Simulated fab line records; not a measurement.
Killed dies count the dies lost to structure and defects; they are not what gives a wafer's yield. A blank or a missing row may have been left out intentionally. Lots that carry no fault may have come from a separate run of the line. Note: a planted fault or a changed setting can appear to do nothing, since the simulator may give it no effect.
fab line records | flow nand_harc
[record] lots = 6 wafers = 16 last_day = 33
route steps=1302 shown A_BONDPAD@1232 HYBRID_BOND@1237 THIN_TSV@1244 END@1302
lots with no fault: from the same line, run without faults
start_h: start of the lot's first displayed wafer, in hours after the record's first day | wait_h: hours from the lot's prior step to this one | " repeats the value in the row above | L1.1+2: a row that stands for several wafers | - value missing, or start not given | * or withheld: withheld | < > ~ a bound
route shown NAME@n: NAME is a module with steps in the file, n the number in the route of the first one | usual: average and standard deviation across the fault-free wafers | same: alike in all rows | chamber/n: place in a boat | sites: readings site by site | _std_site: how widely they spread, as a standard deviation | _edge_site: mean of outer sites minus mean of inner sites | radius_mm: for every site, how far away it sits from the centre of the wafer | mask NAME#n: copy n | behind: the last tool/chamber to shape the wafer | hold: the reason the lot was held/the length of the hold in hours/how it ended | device: which transistor (n, p or np) failed to switch | end of line: tests of these same wafers at the route's end | a step with no rows: only its recipe | killed: dies lost to structure and defects at the first sort, not the wafer's yield | map: per-die view of a wafer (x killed, . not killed, _ where there is no die)
set.NAME: the run value of the setting; set.NAME@STEP: its run value at that earlier step | model.NAME: the simulator's own value behind a step, which no gauge read
lots seen at some steps along the route; tables by step, rows by wafer
services: the hour from which a tool's chamber was out of use, counted from the record's first day as start_h (under 0 if before that day), plus the number of hours and why
[[steps]]
[step NHARC_A_BONDPAD_THK_MEAS_20]
[recipe] thk_meas_gauge = xrf
[usual] thk_nm = 169.4/1.5
// columns lot.wafer tool chamber start_h wait_h thk_nm
L147.4 film_metro-02 - 546.90 - 170.3
L147.5 " - " " 170.1
L147.6 " - " " 173.9
L149.1 film_metro-01 - 580.50 - 170.0
L149.4 " - " " 167.5
L149.6 " - " " 169.4
L153.3 film_metro-01 - 611.67 - 165.7
L153.5 " - " " 168.9
L152.1 film_metro-02 - 615.02 - 170.7
L152.6 " - " " 168.8
L162.2 film_metro-01 - 720.04 - 169.3
L162.5 " - " " 169.5
L162.6 " - " " 171.2
L164.2 film_metro-02 - 757.73 - 168.2
L164.5 " - " " 168.3
L164.6 " - " " 167.4
[step NHARC_A_BONDPAD_SRD_21]
[recipe] time_s = 30 temp_c = 23 dry_time_s = 20 spin_rpm = 1500
[step NHARC_A_BONDPAD_INSPECT_23]
[usual] raw_defect_count = 525/120
// columns lot.wafer tool chamber start_h wait_h raw_defect_count
L147.4 defect_inspect-02 - 547.10 0.0 353
L147.5 " - " " 404
L147.6 " - " " 342
L149.1 defect_inspect-02 - 580.74 0.0 525
L149.4 " - " " 470
L149.6 " - " " 463
L153.3 defect_inspect-01 - 611.88 0.0 508
L153.5 " - " " 515
L152.1 defect_inspect-01 - 615.25 0.0 456
L152.6 " - " " 489
L162.2 defect_inspect-01 - 720.24 0.0 762
L162.5 " - " " 565
L162.6 " - " " 630
L164.2 defect_inspect-01 - 757.94 0.0 424
L164.5 " - " " 442
L164.6 " - " " 424
[step NHARC_HYBRID_BOND_ACTIVATE_00]
[recipe] time_s = 60 n2_flow_sccm = 200 ar_flow_sccm = 0 bias_power_w = 0 chemistry = N2
[step NHARC_HYBRID_BOND_PRECLEAN_01]
[recipe] time_s = 300 temp_c = 23 chemistry = DIW
[step NHARC_HYBRID_BOND_SRD_02]
[recipe] time_s = 30 temp_c = 23 dry_time_s = 20 spin_rpm = 1500
[step NHARC_HYBRID_BOND_BOND_03]
[recipe] temp_c = 25
[step NHARC_HYBRID_BOND_ANNEAL_04]
[recipe] temp_c = 300 time_s = 7200 ramp_up_c_per_min = 5 ramp_down_c_per_min = 3 idle_temp_c = 100 pressure_atm = 1
[step NHARC_HYBRID_BOND_OVL_MEAS_05]
[usual] overlay_x_nm = -3/34 overlay_y_nm = 4/31
// columns lot.wafer tool chamber start_h wait_h overlay_x_nm overlay_y_nm
L147.4 overlay-01 - 556.61 0.4 -7 -31
L147.5 " - " " 41 -7
L147.6 " - " " 21 41
L149.1 overlay-01 - 589.27 0.4 -28 -14
L149.4 " - " " 31 -9
L149.6 " - " " -19 -10
L153.3 overlay-02 - 621.48 0.4 -63 18
L153.5 " - " " -64 9
L152.1 overlay-02 - 628.24 0.4 -13 10
L152.6 " - " " 53 -34
L162.2 overlay-01 - 729.98 0.4 -28 -27
L162.5 " - " " -26 -21
L162.6 " - " " -1 66
L164.2 overlay-01 - 767.67 0.4 7 47
L164.5 " - " " 10 54
L164.6 " - " " 63 32
[step NHARC_HYBRID_BOND_INSPECT_06]
[recipe] inspect_instrument = ir_void
[usual] raw_defect_count = 83/43
// columns lot.wafer tool chamber start_h wait_h raw_defect_count
L147.4 defect_inspect-01 - 556.66 0.1 63
L147.5 " - " " 70
L147.6 " - " " 65
L149.1 defect_inspect-01 - 589.32 0.0 26
L149.4 " - " " 21
L149.6 " - " " 37
L153.3 defect_inspect-01 - 621.54 0.1 74
L153.5 " - " " 75
L152.1 defect_inspect-02 - 628.29 0.0 74
L152.6 " - " " 70
L162.2 defect_inspect-02 - 730.03 0.1 82
L162.5 " - " " 85
L162.6 " - " " 90
L164.2 defect_inspect-02 - 767.72 0.1 74
L164.5 " - " " 72
L164.6 " - " " 81
[step NHARC_THIN_TSV_GRIND_00]
[recipe] target_thk_um = 6
[usual] head_pressure_psi = 4.000/0.0094 motor_current_A = 12.000/0.021
// columns lot.wafer tool chamber start_h wait_h head_pressure_psi motor_current_A
L147.4 grinder-01 0 557.41 0.7 3.987 12.037
L147.5 " 0 " " 4.003 12.001
L147.6 " 0 " " 4.000 12.005
L149.1 grinder-01 0 590.66 1.3 3.987 12.027
L149.4 " 0 " " 4.006 12.002
L149.6 " 0 " " 4.001 12.024
L153.3 grinder-01 0 622.09 0.5 3.992 12.042
L153.5 " 0 " " 3.996 11.977
L152.1 grinder-01 0 628.44 0.1 4.015 11.987
L152.6 " 0 629.45 1.1 4.007 11.960
L162.2 grinder-01 0 730.38 0.3 3.997 12.027
L162.5 " 0 " " 4.006 11.963
L162.6 " 0 " " 3.993 12.031
L164.2 grinder-01 0 768.07 0.3 4.013 12.014
L164.5 " 0 " " 4.015 12.033
L164.6 " 0 " " 3.996 11.989
[step NHARC_THIN_TSV_CMP_01]
[recipe] target_thk_um = 3
[step NHARC_THIN_TSV_SRD_03]
[step NHARC_THIN_TSV_PRECLEAN_41]
[recipe] time_s = * temp_c = 50 bath_age_min = 0 chemistry = SC1
[step NHARC_THIN_TSV_SRD_42]
[step NHARC_THIN_TSV_DEP_43]
[recipe] target_thk_a = 13285 temp_c = withheld pressure_torr = 6.5 rf_w = 900 teos_flow_sccm = 161.4 flow_sccm = 2650 target_thk_nm = 1328.5 gas = O2 material = SiO2
[step NHARC_THIN_TSV_DEHYDRATE_04]
[recipe] temp_c = 150 time_s = 120
[step NHARC_THIN_TSV_HMDS_05]
[recipe] time_s = 30
[step NHARC_THIN_TSV_COAT_06]
[recipe] spin_rpm = *
[step NHARC_THIN_TSV_SOFTBAKE_07]
[recipe] temp_c = 122 time_s = 95
[step NHARC_THIN_TSV_EBR_08]
[step NHARC_THIN_TSV_EXPOSE_09]
[recipe] na = 0.55 dose_mj = 30.7 mask_id = TSV
[step NHARC_THIN_TSV_PEB_10]
[recipe] peb_temp_c = 118 peb_time_s = 85
[step NHARC_THIN_TSV_DEVELOP_11]
[recipe] time_s = 70
[step NHARC_THIN_TSV_CD_MEAS_12]
[recipe] target_cd_nm = 1000 landing_energy_ev = 500
[usual] cd_nm = 1000.6/2
// columns lot.wafer tool chamber start_h wait_h cd_nm
L147.4 cd_sem-03 0 559.36 - 1002.6
L147.5 " 0 " " 1002.2
L147.6 " 0 " " 1002.7
L149.1 cd_sem-03 0 593.22 - 1001.3
L149.4 " 0 " " 999.4
L149.6 " 0 " " 999.4
L153.3 cd_sem-01 0 624.13 - 995.8
L153.5 " 0 " " 998.0
L152.1 cd_sem-01 0 630.87 - 997.6
L152.6 " 0 " " 1000.6
L162.2 cd_sem-03 0 732.58 - 1000.0
L162.5 " 0 " " 999.2
L162.6 " 0 " " 997.5
L164.2 cd_sem-01 0 770.42 - 1002.6
L164.5 " 0 " " 1005.1
L164.6 " 0 " " 1005.3
[step NHARC_THIN_TSV_HARDBAKE_13]
[recipe] temp_c = 125 time_s = 80
[step NHARC_THIN_TSV_DESCUM_14]
[recipe] time_s = 3 o2_flow_sccm = 200 ar_flow_sccm = 0 bias_power_w = 0 chemistry = O2
[usual] drypump_motor_current_A = 5.9/0.5 oes_product_au = 0.999/0.01 rf_vpp_V = 57.9/0.98 showerhead_plenum_p_Torr = 1.94/0.082 throttle_valve_pct = 11.310/0.0087
// columns lot.wafer tool chamber start_h wait_h drypump_motor_current_A oes_product_au rf_hours_counter_h rf_vpp_V showerhead_plenum_p_Torr throttle_valve_pct
L147.4 rie_diel-10 3 559.51 - 5.6 0.988 8 57.6 2.03 11.314
L147.6 " 3 " " 5.6 0.998 - 57.7 2.03 11.309
L147.5 " 0 " " 5.2 0.997 - 59.0 2.01 11.304
L149.4 rie_diel-09 2 593.38 - 5.3 0.993 4 56.3 1.81 11.312
L149.1 " 3 " " 6.3 0.984 4 55.6 1.88 11.298
L149.6 " 3 " " 6.4 0.997 - 59.7 1.88 11.316
L153.3 rie_diel-09 2 624.29 - 5.3 0.995 6 57.9 1.81 11.315
L153.5 " 3 " " 6.3 0.991 - 58.1 1.88 11.311
L152.1 rie_diel-10 3 631.05 - 5.6 0.997 0 59.2 2.03 11.298
L152.6 " 1 " " 6.5 1.001 - 57.4 1.85 11.305
L162.2 rie_diel-09 2 732.76 - 5.3 0.994 2 56.5 1.81 11.312
L162.6 " 3 " " 6.3 1.000 - 58.5 1.88 11.304
L162.5 " 0 " " 6.5 0.992 - 57.0 2.03 11.314
L164.2 rie_diel-09 0 770.59 - 6.5 0.984 4 58.7 2.03 11.308
L164.6 " 3 " " 6.3 0.997 - 56.7 1.88 11.294
L164.5 " 0 " " 6.5 0.994 - 58.7 2.03 11.292
[step NHARC_THIN_TSV_ETCH_44]
[recipe] target_depth_a = 15942 time_s = 797.1 cf4_flow_sccm = 150 o2_flow_sccm = 10 ar_flow_sccm = 0 rf_w = 300 bias_w = 800 chemistry = CF4/O2
[step NHARC_THIN_TSV_ETCH_15]
[recipe] target_depth_a = 30000 bosch_target_overetch_cycles = 2 bosch_etch_step_s = 2.8 bosch_dep_step_s = 1.2 bosch_cycles = 14
[usual] drypump_motor_current_A = 5.8/0.36 he_backside_leak_sccm = 2.63/0.29
// columns lot.wafer tool chamber start_h wait_h drypump_motor_current_A he_backside_leak_sccm rf_hours_counter_h
L147.4 rie_si-06 0 560.18 - 5.6 2.55 0.6
L147.6 " 3 " " 5.9 2.64 -
L147.5 " 0 " " 5.6 2.53 -
L149.1 rie_si-06 1 594.02 - 6.4 2.73 1.0
L149.4 " 3 " " 5.9 2.85 0.9
L149.6 " 2 " " 5.5 2.27 -
L153.3 rie_si-02 1 624.95 - 5.3 2.40 1.1
L153.5 " 1 " " 5.3 2.45 -
L152.1 rie_si-04 0 631.70 - 5.2 2.50 0.7
L152.6 " 3 " " 5.4 2.57 -
L162.2 rie_si-04 1 733.39 - 5.5 2.76 0.1
L162.6 " 1 " " 5.5 2.71 -
L162.5 " 2 " " 6.2 2.73 -
L164.2 rie_si-06 0 771.27 - 5.7 2.48 1.0
L164.6 " 2 " " 5.5 2.28 -
L164.5 " 3 " " 5.9 2.61 -
[step NHARC_THIN_TSV_CD_MEAS_16]
[usual] cd_nm = 1000.6/2.2
// columns lot.wafer tool chamber start_h wait_h cd_nm
L147.4 cd_sem-02 - 560.32 0.1 1003.3
L147.5 " - " " 1001.6
L147.6 " - " " 1003.9
L149.1 cd_sem-03 - 594.17 0.1 1002.2
L149.4 " - " " 998.7
L149.6 " - " " 1000.2
L153.3 cd_sem-03 - 625.10 0.1 995.9
L153.5 " - " " 997.8
L152.1 cd_sem-01 - 631.83 0.1 998.3
L152.6 " - " " 1000.7
L162.2 cd_sem-01 - 733.54 0.1 998.8
L162.5 " - " " 998.1
L162.6 " - " " 997.9
L164.2 cd_sem-03 - 771.39 0.1 1003.1
L164.5 " - " " 1004.9
L164.6 " - " " 1006.0
[step NHARC_THIN_TSV_STRIP_45]
[recipe] power_w = 1500 temp_c = 250 chemistry = O2
[step NHARC_THIN_TSV_STRIP_46]
[recipe] time_s = 1200 temp_c = 72.5 chemistry = post_etch_residue_remover
[step NHARC_THIN_TSV_DEP_47]
[recipe] target_thk_a = 2000 temp_c = withheld pressure_torr = 6.5 rf_w = 900 teos_flow_sccm = 161.4 flow_sccm = 2650 target_thk_nm = 200 gas = O2 material = SiO2
[step NHARC_THIN_TSV_ETCHBACK_48]
[recipe] target_depth_a = 10285 over_etch_frac = 0.3 time_s = 405.17 ion_energy_ev = 250 c4f8_flow_sccm = withheld ar_flow_sccm = withheld rf_w = 600 bias_w = 300 chemistry = C4F8/Ar
[usual] oes_product_au = 0.95/0.031 rf_vpp_V = 548.4/2.9
[same] over_etch_frac = 0.3
// columns lot.wafer tool chamber start_h wait_h oes_product_au rf_hours_counter_h rf_vpp_V
L147.4 rie_diel-10 2 561.58 - 0.91 8.9 547.4
L147.5 " 2 " " 0.92 - 548.3
L147.6 " 3 " " 0.93 - 551.8
L149.4 rie_diel-09 2 595.52 - 0.95 4.8 544.8
L149.1 " 3 " " 0.96 4.7 546.5
L149.6 " 0 " " 1.00 - 551.1
L153.3 rie_diel-10 1 626.44 - 0.99 0.2 544.1
L153.5 " 3 " " 1.00 - 550.6
L152.1 rie_diel-09 1 633.24 - 0.93 5.3 547.6
L152.6 " 2 " " 0.92 - 542.3
L162.2 rie_diel-06 1 734.84 - 0.93 4.7 551.2
L162.6 " 0 " " 0.94 - 548.9
L162.5 " 1 " " 0.91 - 550.6
L164.2 rie_diel-09 3 772.66 - 0.92 4.7 544.9
L164.6 " 3 " " 0.92 - 544.2
L164.5 " 0 " " 0.92 - 551.7
[step NHARC_THIN_TSV_STRIP_62]
[recipe] power_w = 1500 temp_c = 250 time_s = 20 chemistry = N2/H2
[step NHARC_THIN_TSV_DEGAS_49]
[recipe] temp_c = 300 time_s = 120
[step NHARC_THIN_TSV_PRE_CLEAN_50]
[recipe] time_s = 30 temp_c = 280 gas = H2/He
[step NHARC_THIN_TSV_PVD_19]
[recipe] target_thk_a = 200 chamber_pressure_pa = 5 material = TaN
[usual] throttle_valve_pct = 29.4/0.91
// columns lot.wafer tool chamber start_h wait_h throttle_valve_pct
L147.4 pvd_sputter-03 - - - 27.4
L147.6 " - " " 28.2
L147.5 " - " " 29.5
L149.4 pvd_sputter-03 - - - 27.4
L149.1 " - " " 28.4
L149.6 " - " " 27.3
L153.3 pvd_sputter-01 - - - 28.1
L153.5 " - " " 29.3
L152.1 pvd_sputter-02 - - - 29.9
L152.6 " - " " 29.6
L162.2 pvd_sputter-03 - - - 27.3
L162.6 " - " " 30.2
L162.5 " - " " 29.0
L164.2 pvd_sputter-01 - - - 29.7
L164.5 " - " " 29.7
L164.6 " - " " 29.2
[step NHARC_THIN_TSV_PVD_51]
[recipe] target_thk_a = 1000 chamber_pressure_pa = 5 material = Cu
[usual] throttle_valve_pct = 29.4/0.94
// columns lot.wafer tool chamber start_h wait_h throttle_valve_pct
L147.4 pvd_sputter-03 - - - 28.5
L147.5 " - " " 29.5
L147.6 " - " " 27.4
L149.1 pvd_sputter-03 - - - 30.7
L149.4 " - " " 28.4
L149.6 " - " " 27.4
L153.3 pvd_sputter-01 - - - 30.0
L153.5 " - " " 28.9
L152.1 pvd_sputter-02 - - - 29.8
L152.6 " - " " 29.5
L162.2 pvd_sputter-03 - - - 27.6
L162.6 " - " " 27.5
L162.5 " - " " 30.5
L164.2 pvd_sputter-01 - - - 27.9
L164.6 " - " " 29.9
L164.5 " - " " 29.5
[step NHARC_END_SORT_01]
[recipe] temp_c = 25
[usual] defect_limited_yield = 92.0/2.8 killed_at_array = 49/19 killed_at_other = 0.9/1.1 killed_at_periphery = 4.0/2.7 killed_dies = 54/19 killed_open = 3.3/1.8 killed_short = 2.6/1.6 sort_bin_2_pct = 2.9/1.2 sort_bin_3_pct = 0.5/0.36 sort_bin_4_pct = 4.6/1.5 sort_n_pass = 623/19 sort_rim_yield_pct = 91/4.7 sort_yield_pct = 92.0/2.8
[same] gross_dies = 677 sort_bin_5_pct[%] = 0 sort_bin_6_pct[%] = 0 sort_bin_7_pct[%] = 0 sort_bin_8_pct[%] = 0 sort_rim_n_gross = 106.00
// columns lot.wafer tool chamber start_h wait_h defect_limited_yield[%] killed_at_array killed_at_other killed_at_periphery killed_dies killed_open killed_short sort_bin_2_pct[%] sort_bin_3_pct[%] sort_bin_4_pct[%] sort_n_pass sort_rim_yield_pct[%] sort_yield_pct[%]
L147.4 prober-01 0 577.70 3.4 91.7 50 0 6 56 2 3 3.1 0.4 4.7 621 93 91.7
L147.5 prober-01 0 578.50 3.7 92.5 44 0 7 51 4 4 2.1 0.7 4.7 626 92 92.5
L147.6 prober-01 0 579.31 4.0 91.4 55 0 3 58 3 3 2.5 0.6 5.5 619 94 91.4
L149.1 prober-01 0 615.06 2.5 96.0 22 1 4 27 4 4 1.8 0.3 1.9 650 98 96.0
L149.4 prober-01 0 617.46 3.4 96.2 24 0 2 26 8 0 0.7 0 3.1 651 96 96.2
L149.6 prober-01 0 619.06 4.0 95.7 23 0 6 29 0 5 1.0 0.4 2.8 648 93 95.7
L153.3 prober-02 0 640.80 3.1 0 51 623 3 677 1 2 94.5 0.6 4.9 0 0 0
L153.5 prober-02 0 642.41 3.7 90.7 56 0 7 63 2 5 3.4 0.1 5.8 614 94 90.7
L152.1 prober-01 0 646.04 2.5 0 41 636 0 677 0 0 96.0 0.9 3.1 0 0 0
L162.2 prober-01 0 748.17 2.8 91.3 54 0 5 59 5 1 2.8 0.4 5.5 618 91 91.3
L162.5 prober-01 0 750.61 3.8 91.3 55 1 3 59 6 2 2.7 0.4 5.6 618 96 91.3
L162.6 prober-01 0 751.42 4.1 92.3 44 1 7 52 3 5 2.1 0.7 4.9 625 86 92.3
L164.2 prober-02 0 787.85 2.8 93.2 42 0 4 46 1 1 2.5 0.4 3.8 631 90 93.2
L164.5 prober-02 0 790.24 3.7 91.6 56 0 1 57 3 2 3.1 0.4 4.9 620 95 91.6
L164.6 prober-02 0 791.04 4.0 92.3 44 1 7 52 9 2 2.8 0.3 4.6 625 85 92.3
// killed by level:class
L147.4 A_SLIT:chamber_film_flake=24 A_STAIRCASE:chamber_film_flake=9 A_CHANNEL_HOLE_D2:chamber_film_flake=6 A_CHANNEL_HOLE_D1:chamber_film_flake=5 P_GATE:chamber_film_flake=4 A_CONTACT:chamber_film_flake=2 P_CONTACT:geometric_particle:short=1 P_M0:geometric_particle:open=1
L147.5 A_SLIT:chamber_film_flake=21 A_CHANNEL_HOLE_D1:chamber_film_flake=7 A_CHANNEL_HOLE_D2:chamber_film_flake=4 A_STAIRCASE:chamber_film_flake=4 P_GATE:chamber_film_flake=3 A_ONON_D1:geometric_particle:open=2 A_CHANNEL_FILL_D2:geometric_particle:short=2 P_M1:geometric_particle:short=1
L147.6 A_SLIT:chamber_film_flake=19 A_CHANNEL_HOLE_D2:chamber_film_flake=10 A_STAIRCASE:chamber_film_flake=8 A_CHANNEL_HOLE_D1:chamber_film_flake=7 A_CONTACT:chamber_film_flake=3 A_WL_FILL:geometric_particle:open=2 A_CHANNEL_FILL_D2:geometric_particle:short=1 A_SGD_CUT:geometric_particle:short=1
L149.1 A_CHANNEL_HOLE_D2:chamber_film_flake=10 A_STAIRCASE:chamber_film_flake=3 A_ONON_D1:geometric_particle:short=2 P_GATE:chamber_film_flake=2 A_CONTACT:chamber_film_flake=2 P_M1:geometric_particle:open=1 A_DECK1_JOINT:geometric_particle:open=1 A_DECK1_JOINT:geometric_particle:short=1
L149.4 A_CHANNEL_HOLE_D2:chamber_film_flake=8 A_CHANNEL_HOLE_D1:chamber_film_flake=7 A_CONTACT:chamber_film_flake=3 P_GATE:geometric_particle:open=2 A_ONON_D2:geometric_particle:open=2 A_CHANNEL_FILL_D2:geometric_particle:open=1 A_SGD_CUT:geometric_particle:open=1 A_WL_FILL:geometric_particle:open=1
L149.6 A_CHANNEL_HOLE_D2:chamber_film_flake=6 A_STAIRCASE:chamber_film_flake=5 P_GATE:chamber_film_flake=4 A_CONTACT:chamber_film_flake=4 A_CHANNEL_HOLE_D1:chamber_film_flake=3 A_CHANNEL_FILL_D1:geometric_particle:short=2 P_M0:geometric_particle:short=1 A_SOURCE_PLATE:geometric_particle:short=1
L153.3 THIN_TSV:area_cmp=623 A_CHANNEL_HOLE_D1:chamber_film_flake=32 A_CHANNEL_HOLE_D2:chamber_film_flake=11 P_GATE:chamber_film_flake=2 A_CHANNEL_FILL_D2:chamber_film_flake=2 A_SOURCE_PLATE:geometric_particle:short=1 A_DECK1_JOINT:geometric_particle:short=1 A_BLC:geometric_particle:open=1
L153.5 A_CHANNEL_HOLE_D1:chamber_film_flake=35 A_CHANNEL_HOLE_D2:chamber_film_flake=13 A_CHANNEL_FILL_D2:chamber_film_flake=4 P_ZERO_WELL:chamber_film_flake=3 P_CONTACT:geometric_particle:short=1 P_M0:geometric_particle:open=1 P_M1:geometric_particle:short=1 A_ONON_D2:geometric_particle:short=1
L152.1 THIN_TSV:area_cmp=636 A_SLIT:chamber_film_flake=21 A_CHANNEL_HOLE_D2:chamber_film_flake=11 A_CHANNEL_HOLE_D1:chamber_film_flake=4 A_STAIRCASE:chamber_film_flake=2 A_CONTACT:chamber_film_flake=2 A_SGD_CUT:chamber_film_flake=1
L162.2 A_CHANNEL_HOLE_D1:chamber_film_flake=23 A_STAIRCASE:chamber_film_flake=7 A_CONTACT:chamber_film_flake=7 A_SLIT:chamber_film_flake=4 A_CHANNEL_HOLE_D2:chamber_film_flake=3 P_M0:geometric_particle:open=2 A_M0:geometric_particle:open=2 A_DECK1_JOINT:chamber_film_flake=2
L162.5 A_CHANNEL_HOLE_D1:chamber_film_flake=27 A_CHANNEL_HOLE_D2:chamber_film_flake=6 A_WL_FILL:chamber_film_flake=5 A_SLIT:chamber_film_flake=5 A_BLC:geometric_particle:open=2 A_STAIRCASE:chamber_film_flake=2 A_CONTACT:chamber_film_flake=2 P_M1:geometric_particle:short=1
L162.6 A_CHANNEL_HOLE_D1:chamber_film_flake=19 A_BONDPAD:chamber_film_flake=7 A_CONTACT:chamber_film_flake=6 A_SGD_CUT:geometric_particle:short=3 P_M2:chamber_film_flake=3 A_CHANNEL_HOLE_D2:chamber_film_flake=3 P_M0:geometric_particle:open=1 P_M1:geometric_particle:open=1
L164.2 A_CHANNEL_HOLE_D2:chamber_film_flake=22 A_CHANNEL_HOLE_D1:chamber_film_flake=5 A_CHANNEL_HOLE_D1:unspecified=3 A_SLIT:chamber_film_flake=3 A_CONTACT:chamber_film_flake=3 P_GATE:chamber_film_flake=2 A_CHANNEL_FILL_D1:chamber_film_flake=2 P_CONTACT:geometric_particle:open=1
L164.5 A_CHANNEL_HOLE_D2:chamber_film_flake=30 A_SLIT:chamber_film_flake=13 A_CONTACT:chamber_film_flake=5 A_CHANNEL_FILL_D2:geometric_particle:short=2 A_ONON_D1:geometric_particle:open=1 A_CHANNEL_HOLE_D1:geometric_particle:open=1 A_DECK1_JOINT:geometric_particle:open=1 P_GATE:chamber_film_flake=1
L164.6 A_CHANNEL_HOLE_D2:chamber_film_flake=20 A_SLIT:chamber_film_flake=9 P_GATE:chamber_film_flake=4 A_STAIRCASE:chamber_film_flake=3 A_CHANNEL_FILL_D2:geometric_particle:open=2 A_WL_FILL:chamber_film_flake=2 P_GATE:geometric_particle:open=1 P_CONTACT:geometric_particle:open=1
// map L152.1 (x killed, . not)
____________x____________
_________xxxxxxx_________
_______xxxxxxxxxxx_______
______xxxxxxxxxxxxx______
_____xxxxxxxxxxxxxxx_____
____xxxxxxxxxxxxxxxxx____
____xxxxxxxxxxxxxxxxx____
___xxxxxxxxxxxxxxxxxxx___
___xxxxxxxxxxxxxxxxxxx___
__xxxxxxxxxxxxxxxxxxxxx__
__xxxxxxxxxxxxxxxxxxxxx__
_xxxxxxxxxxxxxxxxxxxxxxx_
_xxxxxxxxxxxxxxxxxxxxxxx_
_xxxxxxxxxxxxxxxxxxxxxxx_
_xxxxxxxxxxxxxxxxxxxxxxx_
_xxxxxxxxxxxxxxxxxxxxxxx_
xxxxxxxxxxxxxxxxxxxxxxxxx
xxxxxxxxxxxxxxxxxxxxxxxxx
xxxxxxxxxxxxxxxxxxxxxxxxx
xxxxxxxxxxxxxxxxxxxxxxxxx
xxxxxxxxxxxxxxxxxxxxxxxxx
_xxxxxxxxxxxxxxxxxxxxxxx_
_xxxxxxxxxxxxxxxxxxxxxxx_
_xxxxxxxxxxxxxxxxxxxxxxx_
_xxxxxxxxxxxxxxxxxxxxxxx_
_xxxxxxxxxxxxxxxxxxxxxxx_
__xxxxxxxxxxxxxxxxxxxxx__
__xxxxxxxxxxxxxxxxxxxxx__
___xxxxxxxxxxxxxxxxxxx___
___xxxxxxxxxxxxxxxxxxx___
____xxxxxxxxxxxxxxxxx____
____xxxxxxxxxxxxxxxxx____
_____xxxxxxxxxxxxxxx_____
______xxxxxxxxxxxxx______
_______xxxxxxxxxxx_______
_________xxxxxxx_________
____________x____________
// map L153.3 (x killed, . not)
____________x____________
_________xxxxxxx_________
_______xxxxxxxxxxx_______
______xxxxxxxxxxxxx______
_____xxxxxxxxxxxxxxx_____
____xxxxxxxxxxxxxxxxx____
____xxxxxxxxxxxxxxxxx____
___xxxxxxxxxxxxxxxxxxx___
___xxxxxxxxxxxxxxxxxxx___
__xxxxxxxxxxxxxxxxxxxxx__
__xxxxxxxxxxxxxxxxxxxxx__
_xxxxxxxxxxxxxxxxxxxxxxx_
_xxxxxxxxxxxxxxxxxxxxxxx_
_xxxxxxxxxxxxxxxxxxxxxxx_
_xxxxxxxxxxxxxxxxxxxxxxx_
_xxxxxxxxxxxxxxxxxxxxxxx_
xxxxxxxxxxxxxxxxxxxxxxxxx
xxxxxxxxxxxxxxxxxxxxxxxxx
xxxxxxxxxxxxxxxxxxxxxxxxx
xxxxxxxxxxxxxxxxxxxxxxxxx
xxxxxxxxxxxxxxxxxxxxxxxxx
_xxxxxxxxxxxxxxxxxxxxxxx_
_xxxxxxxxxxxxxxxxxxxxxxx_
_xxxxxxxxxxxxxxxxxxxxxxx_
_xxxxxxxxxxxxxxxxxxxxxxx_
_xxxxxxxxxxxxxxxxxxxxxxx_
__xxxxxxxxxxxxxxxxxxxxx__
__xxxxxxxxxxxxxxxxxxxxx__
___xxxxxxxxxxxxxxxxxxx___
___xxxxxxxxxxxxxxxxxxx___
____xxxxxxxxxxxxxxxxx____
____xxxxxxxxxxxxxxxxx____
_____xxxxxxxxxxxxxxx_____
______xxxxxxxxxxxxx______
_______xxxxxxxxxxx_______
_________xxxxxxx_________
____________x____________
[[services]]
// columns tool chamber start_h hours kind
rie_diel-09 1 541.57 7.5 repair
pvd_sputter-01 - 542.62 1.9 repair
grinder-01 - 560.28 2.2 repair
pvd_sputter-02 - 561.26 4.8 repair
rie_si-06 - 569.20 0.1 repair
rie_diel-10 2 570.54 2.1 repair
pvd_sputter-01 - 582.04 10.0 pm
grinder-01 - 582.56 3.3 repair
rie_diel-10 - 596.52 9.0 pm
rie_si-06 - 603.00 9.0 pm
rie_diel-09 2 611.45 1.7 repair
rie_si-06 - 624.68 1.4 repair
grinder-01 - 629.78 2.4 repair
grinder-01 - 645.43 1.6 repair
rie_diel-09 - 674.10 9.0 pm
rie_diel-09 0 683.78 7.6 repair
rie_si-04 - 696.65 9.0 pm
pvd_sputter-03 - 704.02 10.0 pm
rie_diel-10 1 708.96 9.0 repair
grinder-01 - 725.63 2.7 repair
rie_si-06 - 726.34 0.5 repair
grinder-01 - 736.00 8.0 pm
pvd_sputter-01 - 760.04 10.0 pm
rie_diel-10 - 773.52 9.0 pm
[[key]]
[first_sign] step = NHARC_END_SORT_01 reading = killed_at_other direction = up sigmas = 99+ usual = 0.9 struck = 629.5
[effect] step = NHARC_END_SORT_01 reading = sort_bin_2_pct direction = up sigmas = 74 usual = 2.9 struck = 95.3
[more_kills_born_at] NHARC_THIN_TSV_CMP_01@cmp-02 = 636 NHARC_THIN_TSV_CMP_01@cmp-01 = 623
met_at NHARC_THIN_TSV_GRIND_00
struck_wafers L152.1,L153.3
later_rows_left_out L152.1,L153.3
onset_between 590.66 622.09
[fault] kind = process_parameter_drift tool = grinder-01 chamber = - onset_h = 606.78 steps = NHARC_THIN_TSV_GRIND_00 channel = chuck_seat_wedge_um offset = 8 shape = step end_h = 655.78 scope = struck_wafers_only
// later_rows_left_out: the simulator's readings of these wafers behind a module that went badly wrong aren't trusted and aren't shown, but for the sort
